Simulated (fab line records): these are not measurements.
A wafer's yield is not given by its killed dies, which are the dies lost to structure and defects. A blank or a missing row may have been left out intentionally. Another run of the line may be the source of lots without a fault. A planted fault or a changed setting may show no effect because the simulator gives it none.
Chamber matching    flow n5-finfet    N5_BEOL_M13_CMP_49 on cmp-03 has 4 sister chambers
The step polishes, stops on SiOC, t overpolish 17.1 s, target thk 420 nm. 14 wafers are shown with their chamber, then 7 later ones without.

## WAFERS, EACH WITH ITS CHAMBER
wafer   chamber  motor-current-A (A)  barrier-field-endpoint-s (s)  slurry-flow-ml-min
L081.1  3        5.2                  30.2                          149.7
L081.3  2        6.3                  30.2                          150.6
L081.6  0        6.9                  31.0                          150.8
L080.1  2        6.2                  29.6                          150.1
L080.4  1        7.1                  28.6                          149.8
L080.5  2        6.5                  29.7                          150.0
L089.1  1        6.9                  29.8                          150.0
L089.3  2        6.1                  30.0                          150.7
L089.5  3        5.6                  29.6                          149.4
L087.3  0        6.7                  30.5                          149.3
L087.4  1        6.9                  29.0                          150.1
L087.5  3        5.5                  29.8                          149.5
L090.1  3        5.7                  28.7                          149.9
L090.2  1        7.3                  29.2                          149.9

SIGNATURES (averages over the wafers above)
reading                   chamber 0  chamber 1  chamber 2  chamber 3  scatter within a chamber
motor-current-A           6.800      7.050      6.275      5.500      0.189
barrier-field-endpoint-s  30.750     29.150     29.875     29.575     0.481
slurry-flow-ml-min        150.050    149.950    150.350    149.625    0.411
Rule: a wafer lies at a distance from a chamber equal to the root of the sum of squares, over the readings, of (its reading less the chamber's mean, divided by the reading's scatter). If the next closest chamber is less than 2 further off than the closest, the wafer can't be placed; otherwise it belongs to the closest. The scatter is the square root of a quotient: the sum, over the shown wafers, of each reading's squared deviation from its chamber's mean, divided by wafers minus chambers.

## WAFERS WITHOUT THEIR CHAMBER
wafer   motor-current-A (A)  barrier-field-endpoint-s (s)  slurry-flow-ml-min
L090.6  5.3                  29.7                          149.6
L092.2  6.7                  30.4                          150.3
L092.4  7.3                  29.9                          149.4
L092.6  7.4                  30.5                          149.9
L094.1  5.7                  29.3                          150.9
L094.2  7.1                  29.5                          150.3
L094.4  6.9                  28.9                          149.7

## EACH ONE'S CHAMBER
wafer   from the rows above      in truth
L090.6  3                        3
L092.2  can't be placed: 0 or 2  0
L092.4  can't be placed: 1 or 0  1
L092.6  can't be placed: 0 or 1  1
L094.1  can't be placed: 3 or 2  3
L094.2  can't be placed: 1 or 0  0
L094.4  1                        1
Correct placement for 2 of the 7. Unplaceable from these rows: 5, with the true chamber sitting among the candidates in 5. Wrongly placed: 0.
